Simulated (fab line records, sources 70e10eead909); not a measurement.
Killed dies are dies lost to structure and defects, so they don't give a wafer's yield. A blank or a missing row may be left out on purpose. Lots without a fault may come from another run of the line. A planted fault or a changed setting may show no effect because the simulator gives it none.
Tool commonality check | flow nand_harc | 4 lots, 12 wafers sampled

WHY IT WAS OPENED
At NHARC_END_SORT_01 the reading killed_at_periphery is flagged on 3 of 4 lots. Wafers without a fault read 2.9, standard deviation 2.
Rule: a lot is flagged when every wafer of it that has a number lies more than 4 standard deviations from that mean, or none has a number. The other lots count as sound.

lot  | measured     | on        | killed_at_periphery, wafer by wafer | flag
L424 | day 21 12:27 | prober-01 | 643 655 663                         | FLAGGED
L423 | day 21 21:52 | prober-01 | 627 628 636                         | FLAGGED
L426 | day 22 06:47 | prober-02 | 667 664 666                         | FLAGGED
L433 | day 23 19:53 | prober-01 | 3 0 5                               |
The numbers of the flagged lots are 649.9 on average: +647.0 against the usual, or +99 or more standard deviations.

WHICH TOOL RAN EACH LOT
The record holds 3 process steps before the reading, out of a route of 1159 steps. In each cell: the tool, then ch and the chambers that the sampled wafers went through, then the start.
lot  | flag    | NHARC_P_BONDPAD_DEP_00                   | NHARC_P_BONDPAD_DESCUM_11         | NHARC_P_BONDPAD_ETCH_12
L424 | FLAGGED | pecvd-01 ch 0,1, day 8 16:02             | rie_diel-12 ch 0,2, day 8 17:28   | rie_diel-12 ch 0,1, day 8 17:41
L423 | FLAGGED | pecvd-03 ch 0,2, day 8 14:50             | rie_diel-12 ch 0,1,2, day 8 16:17 | rie_diel-12 ch 0,2, day 8 16:28
L426 | FLAGGED | pecvd-02 ch 0,1,2, day 9 13:04           | rie_diel-05 ch 0,1, day 9 14:20   | rie_diel-05 ch 0,1,3, day 9 14:36
L433 |         | pecvd-03 ch 0,1, day 11 00:13 or earlier | rie_diel-12 ch 0,3, day 11 00:26  | rie_diel-12 ch 0,2,3, day 11 00:37
What these steps do:
- NHARC_P_BONDPAD_DEP_00: deposits SiCN, target thk 250 nm.
- NHARC_P_BONDPAD_DESCUM_11: chemistry O2, time 3 s.
- NHARC_P_BONDPAD_ETCH_12: etches the open film in CHF3/O2, target depth 200 nm, time 100 s.
- NHARC_END_SORT_01

FLAGGED OVER TOTAL, TOOL BY TOOL (the gauges that took the reading come last)
step                      | tool        | lots run | flagged | share of the flagged lots | sound lots run after its first flagged lot
NHARC_P_BONDPAD_DEP_00    | pecvd-01    | 1        | 1       | some                      | 0
NHARC_P_BONDPAD_DEP_00    | pecvd-02    | 1        | 1       | some                      | 0
NHARC_P_BONDPAD_DEP_00    | pecvd-03    | 2        | 1       | some                      | 1 (L433)
NHARC_P_BONDPAD_DESCUM_11 | rie_diel-05 | 1        | 1       | some                      | 0
NHARC_P_BONDPAD_DESCUM_11 | rie_diel-12 | 3        | 2       | some                      | 1 (L433)
NHARC_P_BONDPAD_ETCH_12   | rie_diel-05 | 1        | 1       | some                      | 0
NHARC_P_BONDPAD_ETCH_12   | rie_diel-12 | 3        | 2       | some                      | 1 (L433)
NHARC_END_SORT_01         | prober-01   | 3        | 2       | some                      | 1 (L433)
NHARC_END_SORT_01         | prober-02   | 1        | 1       | some                      | 0
NHARC_P_BONDPAD_DEP_00 gives no start for some lots, so the hours and the order of its lots are those of NHARC_P_BONDPAD_CD_MEAS_09.

WHAT THE TABLE ALLOWS
No row of the table ran every flagged lot.

WHAT THE SIMULATOR HAD PUT IN
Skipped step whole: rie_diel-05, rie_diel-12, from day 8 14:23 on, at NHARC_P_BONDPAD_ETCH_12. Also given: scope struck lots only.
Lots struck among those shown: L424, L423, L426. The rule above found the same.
